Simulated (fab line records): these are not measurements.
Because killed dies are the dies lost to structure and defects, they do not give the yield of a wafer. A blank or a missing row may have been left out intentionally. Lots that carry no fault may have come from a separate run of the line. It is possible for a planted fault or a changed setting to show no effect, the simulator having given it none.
fab line records	flow n5_finfet	part 1 of 2: steps 1 to 32 of 44
record: lots: 5	wafers: 15	last_day: 18
route steps=1938 shown WELL_APT@22 PMOS_HMC_CHANNEL_EPI@57
lots untouched by any fault: they come from a run of this same line in which no faults occurred
start_h: the number of hours between the record's first day and the start of the first shown wafer of the lot	wait_h: hours from the lot's prior step to this one	" same as the row above	L1.1+2: one row covering several wafers at once	- either no value or no given start	* or withheld: withheld	< > ~ a bound
route shown NAME@n: NAME is a module with steps in the file, n the number in the route of the first one	usual: mean and standard deviation over wafers with no fault	same: alike in all rows	chamber/n: place in a boat	sites: per-site readings	_std_site: standard deviation of those values	_edge_site: mean of outer sites minus mean of inner sites	radius_mm: how far each site lies from the wafer's centre	mask NAME#n: copy n	behind: the tool/chamber that last shaped the wafer	hold: why the lot was held/for how many hours/how that ended	device: whichever transistor did not switch (one of n, p or np)	end of line: the route-end tests of the same wafers	where a step has no rows: the recipe by itself	killed: count of dies lost to structure and defects at first sort (not the wafer's yield)	map: dies across one wafer; x = killed, . = not, _ = none there
set.NAME: the setting that was run; set.NAME@STEP: the one run at that earlier step	model.NAME: the simulator's own value behind a step, which no gauge read
lots at selected steps of the route; one table per step, one row per wafer
services: when a tool's chamber went out of use (start_h, in hours from the record's first day, below 0 if earlier), for how many hours, and the reason
== steps ==
step: N5_WELL_APT_EBR_04
recipe: solvent: PGMEA	ebr_width_mm: 1.5
lot.wafer	tool	chamber	start_h	wait_h
L075.1+2+3	litho_track-01	0	-	-
L077.3+5+6	litho_track-02	0	-	-
L078.2+3+5	litho_track-05	0	-	-
L086.2+4+6	litho_track-01	0	-	-
L096.1+3+5	litho_track-02	0	-	-
step: N5_WELL_APT_SOFTBAKE_03
recipe: temp_c: 130	time_s: 60
same: time_s: 60
lot.wafer	tool	chamber	start_h	wait_h
L075.1+2+3	litho_track-01	0	-	-
L077.3+5+6	litho_track-02	0	-	-
L078.2+3+5	litho_track-05	0	-	-
L086.2+4+6	litho_track-01	0	-	-
L096.1+3+5	litho_track-02	0	-	-
step: N5_WELL_APT_EXPOSE_05
recipe: mask_id: NWELL	na: 0.8	source_shape: conventional	sigma_outer: 0.8	polarization: unpolarized	defocus_nm: 0	target_cd_nm: 200	dose_mj: 20.3
lot.wafer	tool	chamber	start_h	wait_h	mask
L075.1+2+3	krf_scanner-01	0	19.53	-	NWELL#0
L077.3+5+6	krf_scanner-01	0	31.77	-	NWELL#0
L078.2+3+5	krf_scanner-01	0	38.99	-	NWELL#0
L086.2+4+6	krf_scanner-01	0	85.52	-	NWELL#0
L096.1+3+5	krf_scanner-01	0	145.51	-	NWELL#0
step: N5_WELL_APT_PEB_06
recipe: peb_temp_c: 130	peb_time_s: 90
same: peb_time_s: 90
lot.wafer	tool	chamber	start_h	wait_h
L075.1+2+3	litho_track-02	0	19.59	0.1
L077.3+5+6	litho_track-05	0	31.81	0.0
L078.2+3+5	litho_track-05	0	39.04	0.0
L086.2+4+6	litho_track-02	0	85.58	0.0
L096.1+3+5	litho_track-02	0	145.57	0.1
step: N5_WELL_APT_DEVELOP_07
recipe: develop_time_s: 45	rinse_liquid: surfactant_rinse	dry: air_spin	dev_temp_c: 21
same: develop_time_s: 45
lot.wafer	tool	chamber	start_h	wait_h
L075.1+2+3	litho_track-02	0	-	-
L077.3+5+6	litho_track-05	0	-	-
L078.2+3+5	litho_track-05	0	-	-
L086.2+4+6	litho_track-02	0	-	-
L096.1+3+5	litho_track-02	0	-	-
step: N5_WELL_APT_HARDBAKE_12
recipe: temp_c: 130	time_s: 120
same: time_s: 120
lot.wafer	tool	chamber	start_h	wait_h
L075.1+2+3	litho_track-02	0	-	-
L077.3+5+6	litho_track-05	0	-	-
L078.2+3+5	litho_track-05	0	-	-
L086.2+4+6	litho_track-02	0	-	-
L096.1+3+5	litho_track-02	0	-	-
step: N5_WELL_APT_CD_MEAS_08
recipe: target_cd_nm: 200	landing_energy_ev: 500	detector: se_inlens
usual: cd_nm: 199.8/1.8
lot.wafer	tool	chamber	start_h	wait_h	cd_nm
L075.1	cd_sem-03	0	19.70	-	200.1
L075.2	"	0	"	"	199.3
L075.3	"	0	"	"	199.6
L077.3	cd_sem-01	0	31.93	-	197.5
L077.5	"	0	"	"	196.9
L077.6	"	0	"	"	197.9
L078.2	cd_sem-02	0	39.16	-	200.3
L078.3	"	0	"	"	198.4
L078.5	"	0	"	"	199.5
L086.2	cd_sem-02	0	85.69	-	201.8
L086.4	"	0	"	"	199.5
L086.6	"	0	"	"	200.8
L096.1	cd_sem-01	0	145.68	-	198.9
L096.3	"	0	"	"	197.4
L096.5	"	0	"	"	202.1
step: N5_WELL_APT_OVL_MEAS_09
recipe: points_per_wafer: 44
usual: NWELL_OVL: -1/6.3
lot.wafer	tool	chamber	start_h	wait_h	NWELL_OVL[nm]
L075.1	overlay-01	0	19.73	0.0	4
L075.2	"	0	"	"	-3
L075.3	"	0	"	"	14
L077.3	overlay-01	0	31.96	0.0	-5
L077.5	"	0	"	"	4
L077.6	"	0	"	"	-16
L078.2	overlay-01	0	39.19	0.0	-10
L078.3	"	0	"	"	2
L078.5	"	0	"	"	0
L086.2	overlay-01	0	85.72	0.0	2
L086.4	"	0	"	"	3
L086.6	"	0	"	"	8
L096.1	overlay-01	0	145.71	0.0	4
L096.3	"	0	"	"	5
L096.5	"	0	"	"	-1
step: N5_WELL_APT_INSPECT_10
recipe: mode: adi	inspect_instrument: macro
usual: raw_defect_count: 2.1/1.5
lot.wafer	tool	chamber	start_h	wait_h	raw_defect_count
L075.1	defect_inspect-01	-	19.76	0.0	2
L075.2	"	-	"	"	4
L075.3	"	-	"	"	0
L077.3	defect_inspect-01	-	31.98	0.0	1
L077.5	"	-	"	"	1
L077.6	"	-	"	"	1
L078.2	defect_inspect-01	-	39.21	0.0	4
L078.3	"	-	"	"	0
L078.5	"	-	"	"	1
L086.2	defect_inspect-01	-	85.74	0.0	0
L086.4	"	-	"	"	2
L086.6	"	-	"	"	1
L096.1	defect_inspect-01	-	145.73	0.0	3
L096.3	"	-	"	"	4
L096.5	"	-	"	"	1
step: N5_WELL_APT_DESCUM_13
recipe: chemistry: O2	time_s: 7.9	source_power_w: 50	bias_power_w: 20	pressure_mtorr: 20	rf_frequency_hz: 2.712e+07	temp_c: 40	o2_flow_sccm: 225
usual: drypump_motor_current_A: 5.8/0.58	oes_product_au: 0.78/0.097	rf_vpp_V: 242.6/1.2	showerhead_plenum_p_Torr: 2.05/0.058	temp_c: 40.01/0.1	throttle_valve_pct: 20.44/0.23
same: time_s: 7.9
lot.wafer	tool	chamber	start_h	wait_h	drypump_motor_current_A	oes_product_au	rf_hours_counter_h	rf_vpp_V	showerhead_plenum_p_Torr	temp_c	throttle_valve_pct
L075.1	rie_diel-02	3	19.82	0.1	6.0	0.74	160	244.0	2.08	39.84	20.49
L075.2	"	2	"	"	6.2	0.85	35	241.9	2.05	39.79	20.35
L075.3	"	2	"	"	6.2	0.86	-	241.8	2.06	39.93	20.38
L077.3	rie_diel-02	1	32.29	0.3	5.5	0.68	-	242.4	2.06	40.00	20.17
L077.5	"	3	"	"	5.9	0.73	-	244.2	2.08	39.88	20.49
L077.6	"	1	"	"	5.5	0.69	-	241.5	2.06	40.04	20.19
L078.2	rie_diel-02	2	39.24	0.0	6.2	0.84	40	242.1	2.05	39.93	20.38
L078.3	"	1	"	"	5.5	0.69	238	244.0	2.06	39.96	20.19
L078.5	"	0	"	"	5.0	1.01	-	241.9	2.08	40.09	20.34
L086.2	rie_diel-05	1	85.91	0.2	6.4	0.95	18	242.8	2.06	39.95	20.25
L086.4	"	3	"	"	4.9	0.91	7	241.8	2.06	40.16	19.92
L086.6	"	3	"	"	4.9	0.92	-	242.2	2.06	40.04	19.91
L096.1	rie_diel-06	0	146.14	0.4	4.9	0.72	199	241.3	1.99	40.27	20.88
L096.3	"	2	"	"	6.2	0.96	13	243.4	2.06	39.85	20.38
L096.5	"	2	"	"	6.2	0.97	-	242.5	2.06	39.94	20.39
step: N5_WELL_APT_IMPLANT_14
recipe: species: P	energy_kev: 160	dose_cm2: 1.5e+13	tilt_deg: 0	rotation_deg: 0
lot.wafer	tool	chamber	start_h	wait_h
L075.1+2+3	implanter-02	0	19.96	0.1
L077.3+5+6	implanter-02	0	32.44	0.1
L078.2+3+5	implanter-02	0	39.37	0.1
L086.2+4+6	implanter-01	0	86.04	0.1
L096.1+3+5	implanter-02	0	146.24	0.1
step: N5_WELL_APT_IMPLANT_15
recipe: species: As	energy_kev: 25	dose_cm2: 1.5e+13	tilt_deg: 0	rotation_deg: 0
lot.wafer	tool	chamber	start_h	wait_h
L075.1+2+3	implanter-02	0	20.14	0.1
L077.3+5+6	implanter-02	0	32.62	0.1
L078.2+3+5	implanter-02	0	39.55	0.1
L086.2+4+6	implanter-01	0	86.22	0.1
L096.1+3+5	implanter-02	0	146.42	0.1
step: N5_WELL_APT_STRIP_16
recipe: chemistry: SPM	time_s: 900	temp_c: 130	h2so4_h2o2_vol_ratio: 4	dry: ipa_marangoni
usual: temp_c: 130.02/0.14
same: time_s: 900
lot.wafer	tool	chamber	start_h	wait_h	temp_c
L075.1	wet_bench-04	7	20.36	0.2	130.02
L075.2	"	0	"	"	129.96
L075.3	"	1	"	"	130.12
L077.3	wet_bench-04	4	32.77	0.1	129.73
L077.5	"	5	"	"	130.01
L077.6	"	3	"	"	130.06
L078.2	wet_bench-01	3	39.73	0.1	129.78
L078.3	"	7	"	"	130.05
L078.5	"	2	"	"	130.02
L086.2	wet_bench-01	2	86.39	0.1	129.86
L086.4	"	7	"	"	129.97
L086.6	"	0	"	"	130.13
L096.1	wet_bench-04	0	146.63	0.2	129.83
L096.3	"	1	"	"	130.15
L096.5	"	7	"	"	129.97
step: N5_WELL_APT_HMDS_18
recipe: time_s: 60	temp_c: 120
same: time_s: 60
lot.wafer	tool	chamber	start_h	wait_h
L075.1+2+3	litho_track-01	0	20.63	0.0
L077.3+5+6	litho_track-01	0	33.05	0.0
L078.2+3+5	litho_track-05	0	40.01	0.0
L086.2+4+6	litho_track-01	0	86.92	0.0
L096.1+3+5	litho_track-01	0	146.92	0.0
step: N5_WELL_APT_COAT_19
recipe: spin_rpm: 1357	resist_thk_nm: 950
lot.wafer	tool	chamber	start_h	wait_h
L075.1+2+3	litho_track-01	0	-	-
L077.3+5+6	litho_track-01	0	-	-
L078.2+3+5	litho_track-05	0	-	-
L086.2+4+6	litho_track-01	0	-	-
L096.1+3+5	litho_track-01	0	-	-
step: N5_WELL_APT_EBR_21
recipe: solvent: PGMEA	ebr_width_mm: 1.5
lot.wafer	tool	chamber	start_h	wait_h
L075.1+2+3	litho_track-01	0	-	-
L077.3+5+6	litho_track-01	0	-	-
L078.2+3+5	litho_track-05	0	-	-
L086.2+4+6	litho_track-01	0	-	-
L096.1+3+5	litho_track-01	0	-	-
step: N5_WELL_APT_SOFTBAKE_20
recipe: temp_c: 130	time_s: 60
same: time_s: 60
lot.wafer	tool	chamber	start_h	wait_h
L075.1+2+3	litho_track-01	0	-	-
L077.3+5+6	litho_track-01	0	-	-
L078.2+3+5	litho_track-05	0	-	-
L086.2+4+6	litho_track-01	0	-	-
L096.1+3+5	litho_track-01	0	-	-
step: N5_WELL_APT_EXPOSE_22
recipe: mask_id: PWELL	na: 0.8	source_shape: conventional	sigma_outer: 0.8	polarization: unpolarized	defocus_nm: 0	target_cd_nm: 200	dose_mj: 23.2
lot.wafer	tool	chamber	start_h	wait_h	mask
L075.1+2+3	krf_scanner-02	0	20.86	-	PWELL#0
L077.3+5+6	krf_scanner-01	0	33.29	-	PWELL#0
L078.2+3+5	krf_scanner-02	0	40.24	-	PWELL#0
L086.2+4+6	krf_scanner-01	0	87.15	-	PWELL#0
L096.1+3+5	krf_scanner-01	0	147.15	-	PWELL#0
step: N5_WELL_APT_PEB_23
recipe: peb_temp_c: 130	peb_time_s: 90
same: peb_time_s: 90
lot.wafer	tool	chamber	start_h	wait_h
L075.1+2+3	litho_track-05	0	20.92	0.1
L077.3+5+6	litho_track-01	0	33.33	0.0
L078.2+3+5	litho_track-05	0	40.29	0.0
L086.2+4+6	litho_track-05	0	87.20	0.0
L096.1+3+5	litho_track-01	0	147.20	0.1
step: N5_WELL_APT_DEVELOP_24
recipe: develop_time_s: 45	rinse_liquid: surfactant_rinse	dry: air_spin	dev_temp_c: 21
same: develop_time_s: 45
lot.wafer	tool	chamber	start_h	wait_h
L075.1+2+3	litho_track-05	0	-	-
L077.3+5+6	litho_track-01	0	-	-
L078.2+3+5	litho_track-05	0	-	-
L086.2+4+6	litho_track-05	0	-	-
L096.1+3+5	litho_track-01	0	-	-
step: N5_WELL_APT_HARDBAKE_29
recipe: temp_c: 130	time_s: 120
same: time_s: 120
lot.wafer	tool	chamber	start_h	wait_h
L075.1+2+3	litho_track-05	0	-	-
L077.3+5+6	litho_track-01	0	-	-
L078.2+3+5	litho_track-05	0	-	-
L086.2+4+6	litho_track-05	0	-	-
L096.1+3+5	litho_track-01	0	-	-
step: N5_WELL_APT_CD_MEAS_25
recipe: target_cd_nm: 200	landing_energy_ev: 500	detector: se_inlens
usual: cd_nm: 200.8/2
lot.wafer	tool	chamber	start_h	wait_h	cd_nm
L075.1	cd_sem-01	0	21.03	-	197.3
L075.2	"	0	"	"	197.9
L075.3	"	0	"	"	198.5
L077.3	cd_sem-02	0	33.45	-	202.4
L077.5	"	0	"	"	201.7
L077.6	"	0	"	"	201.4
L078.2	cd_sem-03	0	40.40	-	201.9
L078.3	"	0	"	"	201.0
L078.5	"	0	"	"	200.6
L086.2	cd_sem-02	0	87.32	-	197.1
L086.4	"	0	"	"	201.5
L086.6	"	0	"	"	198.1
L096.1	cd_sem-02	0	147.32	-	201.0
L096.3	"	0	"	"	202.1
L096.5	"	0	"	"	201.3
step: N5_WELL_APT_OVL_MEAS_26
recipe: points_per_wafer: 44
usual: PWELL_OVL: 1/5
lot.wafer	tool	chamber	start_h	wait_h	PWELL_OVL[nm]
L075.1	overlay-02	0	21.06	0.0	-5
L075.2	"	0	"	"	-5
L075.3	"	0	"	"	-5
L077.3	overlay-02	0	33.48	0.0	14
L077.5	"	0	"	"	5
L077.6	"	0	"	"	-6
L078.2	overlay-01	0	40.43	0.0	2
L078.3	"	0	"	"	4
L078.5	"	0	"	"	0
L086.2	overlay-02	0	87.35	0.0	2
L086.4	"	0	"	"	-2
L086.6	"	0	"	"	5
L096.1	overlay-02	0	147.35	0.0	0
L096.3	"	0	"	"	0
L096.5	"	0	"	"	5
step: N5_WELL_APT_INSPECT_27
recipe: mode: adi	inspect_instrument: macro
usual: raw_defect_count: 2.2/1.5
lot.wafer	tool	chamber	start_h	wait_h	raw_defect_count
L075.1	defect_inspect-01	-	21.08	0.0	2
L075.2	"	-	"	"	3
L075.3	"	-	"	"	0
L077.3	defect_inspect-02	-	33.62	0.1	3
L077.5	"	-	"	"	0
L077.6	"	-	"	"	1
L078.2	defect_inspect-01	-	40.46	0.0	4
L078.3	"	-	"	"	0
L078.5	"	-	"	"	1
L086.2	defect_inspect-01	-	87.37	0.0	3
L086.4	"	-	"	"	5
L086.6	"	-	"	"	3
L096.1	defect_inspect-02	-	147.37	0.0	2
L096.3	"	-	"	"	2
L096.5	"	-	"	"	1
step: N5_WELL_APT_DESCUM_30
recipe: chemistry: O2	time_s: 7.9	source_power_w: 50	bias_power_w: 20	pressure_mtorr: 20	rf_frequency_hz: 2.712e+07	temp_c: 40	o2_flow_sccm: 225
usual: drypump_motor_current_A: 5.8/0.59	oes_product_au: 0.79/0.1	rf_vpp_V: 242.7/1.2	showerhead_plenum_p_Torr: 2.06/0.06	temp_c: 40.02/0.11	throttle_valve_pct: 20.43/0.25
same: time_s: 7.9
lot.wafer	tool	chamber	start_h	wait_h	drypump_motor_current_A	oes_product_au	rf_hours_counter_h	rf_vpp_V	showerhead_plenum_p_Torr	temp_c	throttle_valve_pct
L075.1	rie_diel-06	2	21.25	0.2	6.2	0.67	235	242.5	2.07	40.00	20.63
L075.2	"	3	"	"	6.4	0.78	125	246.5	2.19	39.90	20.54
L075.3	"	0	"	"	4.9	0.75	149	242.9	2.00	40.11	20.79
L077.3	rie_diel-02	3	33.75	0.1	5.9	0.72	167	242.2	2.08	39.80	20.49
L077.5	"	0	"	"	5.0	1.01	-	243.0	2.08	40.07	20.32
L077.6	"	3	"	"	6.0	0.73	-	243.1	2.08	40.19	20.50
L078.2	rie_diel-06	2	40.49	0.0	6.2	0.68	243	242.0	2.07	39.93	20.65
L078.3	"	0	"	"	4.9	0.75	157	242.9	2.00	40.10	20.79
L078.5	"	3	"	"	6.5	0.78	-	244.2	2.19	40.04	20.54
L086.2	rie_diel-05	1	87.42	0.0	6.3	0.94	18	241.7	2.06	40.21	20.24
L086.4	"	2	"	"	6.6	0.73	170	244.2	2.10	39.90	20.59
L086.6	"	3	"	"	4.9	0.91	-	242.2	2.06	40.12	19.91
L096.1	rie_diel-02	0	147.41	0.0	5.0	0.90	36	244.3	2.06	40.15	20.39
L096.3	"	2	"	"	6.2	0.80	80	242.6	2.04	39.96	20.44
L096.5	"	1	"	"	5.5	0.88	-	242.6	2.05	40.02	19.90
step: N5_WELL_APT_IMPLANT_31
recipe: species: B	energy_kev: 60	dose_cm2: 1.5e+13	tilt_deg: 0	rotation_deg: 0
lot.wafer	tool	chamber	start_h	wait_h
L075.1+2+3	implanter-01	0	21.35	0.1
L077.3+5+6	implanter-01	0	33.91	0.1
L078.2+3+5	implanter-01	0	40.62	0.1
L086.2+4+6	implanter-02	0	87.54	0.1
L096.1+3+5	implanter-01	0	147.51	0.1
step: N5_WELL_APT_IMPLANT_32
recipe: species: BF2	energy_kev: 50	dose_cm2: 2e+13	tilt_deg: 0	rotation_deg: 0
lot.wafer	tool	chamber	start_h	wait_h
L075.1+2+3	implanter-01	0	21.53	0.1
L077.3+5+6	implanter-01	0	34.09	0.1
L078.2+3+5	implanter-01	0	40.80	0.1
L086.2+4+6	implanter-02	0	87.72	0.1
L096.1+3+5	implanter-01	0	147.69	0.1
step: N5_WELL_APT_STRIP_33
recipe: chemistry: SPM	time_s: 900	temp_c: 130	h2so4_h2o2_vol_ratio: 4	dry: ipa_marangoni
usual: temp_c: 130.00/0.15
same: time_s: 900
lot.wafer	tool	chamber	start_h	wait_h	temp_c
L075.1	wet_bench-05	4	21.73	0.2	130.19
L075.2	"	7	"	"	130.02
L075.3	"	3	"	"	130.27
L077.3	wet_bench-01	3	34.23	0.1	129.91
L077.5	"	2	"	"	130.24
L077.6	"	0	"	"	129.69
L078.2	wet_bench-04	5	40.97	0.1	129.95
L078.3	"	4	"	"	130.04
L078.5	"	3	"	"	129.79
L086.2	wet_bench-01	2	87.90	0.1	130.01
L086.4	"	3	"	"	130.07
L086.6	"	6	"	"	129.89
L096.1	wet_bench-05	6	147.90	0.2	129.88
L096.3	"	2	"	"	129.85
L096.5	"	3	"	"	129.91
step: N5_WELL_APT_RTA_34
recipe: temp_c: 1000	time_s: 10	ambient: N2	idle_temp_c: 600	ramp_up_c_per_s: 150	ramp_down_c_per_s: 60	cool_to_c: 600
usual: lamp_power_pct: 13.00/0.053	lamp_zone_4_pct: 12.995/0.025	wafer_temp_C_max: 1003.5/1
same: time_s: 10
lot.wafer	tool	chamber	start_h	wait_h	lamp_power_pct	lamp_zone_4_pct	wafer_temp_C_max
L075.1	rtp_anneal-01	0	22.01	0.0	12.98	12.998	1004.9
L075.2	"	0	"	"	12.94	12.988	1002.4
L075.3	"	0	"	"	13.01	13.023	1003.1
L077.3	rtp_anneal-02	0	34.67	0.2	13.02	13.005	1004.0
L077.5	"	0	"	"	13.06	12.977	1005.1
L077.6	"	0	"	"	12.97	13.016	1001.6
L078.2	rtp_anneal-01	0	41.43	0.2	13.05	12.992	1001.5
L078.3	"	0	"	"	13.05	13.016	1002.3
L078.5	"	0	"	"	13.02	12.997	1003.5
L086.2	rtp_anneal-01	0	88.45	0.0	13.00	13.000	1004.2
L086.4	"	0	"	"	12.91	12.981	1001.9
L086.6	"	0	"	"	12.94	13.030	1003.4
L096.1	rtp_anneal-01	0	148.20	0.0	12.96	12.994	1005.7
L096.3	"	0	"	"	12.97	12.994	1004.0
L096.5	"	0	"	"	13.00	12.996	1003.3
step: N5_WELL_APT_OXIDE_STRIP_42
recipe: chemistry: dHF	dilution: 25:1	time_s: 45	temp_c: 25	target: SiO2	target_depth_a: 120
usual: temp_c: 24.99/0.11
same: time_s: 45
lot.wafer	tool	chamber	start_h	wait_h	temp_c
L075.1	wet_bench-01	1	22.16	0.1	24.92
L075.2	"	2	"	"	24.98
L075.3	"	4	"	"	24.94
L077.3	wet_bench-01	3	34.79	0.1	24.96
L077.5	"	7	"	"	25.06
L077.6	"	6	"	"	25.13
L078.2	wet_bench-05	7	41.56	0.1	25.04
L078.3	"	2	"	"	24.89
L078.5	"	1	"	"	25.04
L086.2	wet_bench-01	3	88.57	0.1	24.93
L086.4	"	4	"	"	24.88
L086.6	"	5	"	"	25.17
L096.1	wet_bench-05	0	148.34	0.1	24.93
L096.3	"	5	"	"	24.87
L096.5	"	1	"	"	24.91
step: N5_WELL_APT_PRECLEAN_36
recipe: chemistry: O3/DIW	time_s: 45	temp_c: 22	o3_ppm: 10
usual: temp_c: 22.00/0.11
same: time_s: 45
lot.wafer	tool	chamber	start_h	wait_h	temp_c
L075.1	wet_bench-01	1	22.17	0.0	22.18
L075.2	"	2	"	"	22.02
L075.3	"	4	"	"	22.14
L077.3	wet_bench-01	3	34.80	0.0	21.96
L077.5	"	7	"	"	21.96
L077.6	"	6	"	"	22.09
L078.2	wet_bench-05	7	41.57	0.0	21.94
L078.3	"	2	"	"	22.08
L078.5	"	1	"	"	21.99
L086.2	wet_bench-01	3	88.60	0.0	21.97
L086.4	"	4	"	"	22.00
L086.6	"	5	"	"	22.02
L096.1	wet_bench-05	0	148.36	0.0	21.89
L096.3	"	5	"	"	22.11
L096.5	"	1	"	"	21.77
step: N5_WELL_APT_PRECLEAN_39
recipe: chemistry: dHF	time_s: 60	dilution: 150:1	temp_c: 25
usual: temp_c: 24.98/0.099
same: time_s: 60
lot.wafer	tool	chamber	start_h	wait_h	temp_c
L075.1	wet_bench-01	1	22.18	0.0	24.93
L075.2	"	2	"	"	24.99
L075.3	"	4	"	"	25.11
L077.3	wet_bench-01	3	34.82	0.0	25.02
L077.5	"	7	"	"	25.02
L077.6	"	6	"	"	24.85
L078.2	wet_bench-05	7	41.59	0.0	25.08
L078.3	"	2	"	"	24.97
L078.5	"	1	"	"	25.05
L086.2	wet_bench-01	3	88.63	0.0	25.06
L086.4	"	4	"	"	25.01
L086.6	"	5	"	"	24.96
L096.1	wet_bench-05	0	148.37	0.0	24.81
L096.3	"	5	"	"	24.93
L096.5	"	1	"	"	24.93
